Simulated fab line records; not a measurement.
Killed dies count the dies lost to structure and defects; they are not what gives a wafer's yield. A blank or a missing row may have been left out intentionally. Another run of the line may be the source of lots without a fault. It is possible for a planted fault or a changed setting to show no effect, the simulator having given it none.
A lot that was struck, set against a sound lot || flow nand_harc || 20 out of 1302 route steps
Sound: these wafers, L290.2, L290.4, L290.6. Wafers struck: L294.3, L294.4, L294.5. The cause is given at the end.
At each step with rows: each side's tool, then ch and its chambers, then its first start. Under that, the readings that differ: sound wafers || struck wafers || difference of the means || sigmas: that difference in standard deviations of wafers without a fault.
alike: same words and numbers on both sides, and readings whose means sit less than 2 such deviations apart. not compared: any withheld reading, any reading some wafer has no value for, any bound like >300 that may hide the same value, and any number with overlapping values for which the record gives no deviation.
A row with sigmas, a row that says differs or no value, or rows on one side alone: a step with any of these is where the two part. Non-overlapping numbers with no deviation appear without sigmas and do not part them. A reading that every wafer of one side lacks parts them only if that side has two wafers or more.

NHARC_P_ZERO_WELL_CD_MEAS_11: the cd target is 500 nm.
  sound on cd_sem-01 ch 0, day 3 03:08; struck on cd_sem-02 ch 0, day 4 19:14
  alike: cd_nm
then, 1 step without rows for these wafers: NHARC_P_ZERO_WELL_HARDBAKE_12 (time 65 s).
NHARC_P_ZERO_WELL_DESCUM_13: chemistry O2, time 3 s.
  sound on rie_diel-03 ch 2,3, day 3 03:17; struck on rie_diel-05 ch 0,1, day 4 19:29
  alike: drypump_motor_current_A, oes_product_au, rf_vpp_V, showerhead_plenum_p_Torr, throttle_valve_pct
  not compared: rf_hours_counter_h
NHARC_P_ZERO_WELL_ETCH_65: etches the open film in N2/H2, target depth 80 nm, overetch 24 nm, time 87.88 s.
  sound on rie_diel-03 ch 0,2,3, day 3 03:23; struck on rie_diel-05 ch 0,3, day 4 19:36
  alike: drypump_motor_current_A, oes_product_au, rf_vpp_V, showerhead_plenum_p_Torr, throttle_valve_pct
  not compared: rf_hours_counter_h
NHARC_P_ZERO_WELL_ETCH_62: etches the open film in CHF3/Ar, target depth 13 nm, time 6.5 s.
  sound on rie_diel-03 ch 1,2,3; struck on rie_diel-05 ch 0,1,2
  alike: drypump_motor_current_A, oes_product_au, rf_vpp_V, showerhead_plenum_p_Torr, throttle_valve_pct
  not compared: rf_hours_counter_h
NHARC_P_ZERO_WELL_ETCH_63: etches the open film in HBr/Cl2, target depth 120 nm, time 40.1 s.
  sound on rie_si-06 ch 0,1, day 3 03:33; struck on rie_si-04 ch 2,3, day 4 19:53
  alike: drypump_motor_current_A, oes_product_au, throttle_valve_pct
  not compared: rf_hours_counter_h
then, 6 steps without rows for these wafers: NHARC_P_ZERO_WELL_STRIP_15 (strips in SPM, time 900 s); NHARC_P_ZERO_WELL_DEHYDRATE_16 (time 120 s); NHARC_P_ZERO_WELL_HMDS_17 (time 30 s); NHARC_P_ZERO_WELL_COAT_18; NHARC_P_ZERO_WELL_SOFTBAKE_19 (time 95 s); NHARC_P_ZERO_WELL_EBR_20.
NHARC_P_ZERO_WELL_EXPOSE_21: exposes mask P NWELL, target cd 720 nm.
  sound on krf_scanner-01 ch 0, day 3 04:19; struck on krf_scanner-03 ch 0, day 4 20:32
{"reading": "mask", "sound": "P_NWELL#0 P_NWELL#0 P_NWELL#0", "struck": "P_NWELL_R1#0 P_NWELL_R1#0 P_NWELL_R1#0", "difference": "differs", "sigmas": ""}
then, 2 steps without rows for these wafers: NHARC_P_ZERO_WELL_PEB_22 (peb time 85 s); NHARC_P_ZERO_WELL_DEVELOP_23 (time 70 s).
NHARC_P_ZERO_WELL_CD_MEAS_24: the cd target is 720 nm.
  sound on cd_sem-03 ch 0, day 3 04:29; struck on cd_sem-02 ch 0, day 4 20:41
{"reading": "cd_nm (nm)", "sound": "717.4 720.6 719.7", "struck": "694.5 695.5 692.1", "difference": -25.2, "sigmas": -14}
then, 1 step without rows for these wafers: NHARC_P_ZERO_WELL_HARDBAKE_25 (time 80 s).
NHARC_P_ZERO_WELL_DESCUM_26: chemistry O2, time 3 s.
  sound on rie_diel-03 ch 0,2,3, day 3 04:38; struck on rie_diel-05 ch 0,1,3, day 4 20:55
{"reading": "model.P_ZERO_WELL.cd_nm (nm)", "sound": "717.8 719.9 719.5", "struck": "694.5 695.2 691.9", "difference": -25.2, "sigmas": ""}
  alike: drypump_motor_current_A, oes_product_au, rf_vpp_V, showerhead_plenum_p_Torr, throttle_valve_pct
  not compared: rf_hours_counter_h
following that, these wafers have no rows for 1 step: NHARC_P_ZERO_WELL_IMPLANT_27.
NHARC_END_SORT_01:
  the record has rows for the sound wafers here (prober-02 ch 0, day 25 12:20) and none for the struck ones

WHERE THEY PART
Earliest at NHARC_P_ZERO_WELL_EXPOSE_21; latest, in this record, at NHARC_END_SORT_01.

WHY: the cause the simulator had injected
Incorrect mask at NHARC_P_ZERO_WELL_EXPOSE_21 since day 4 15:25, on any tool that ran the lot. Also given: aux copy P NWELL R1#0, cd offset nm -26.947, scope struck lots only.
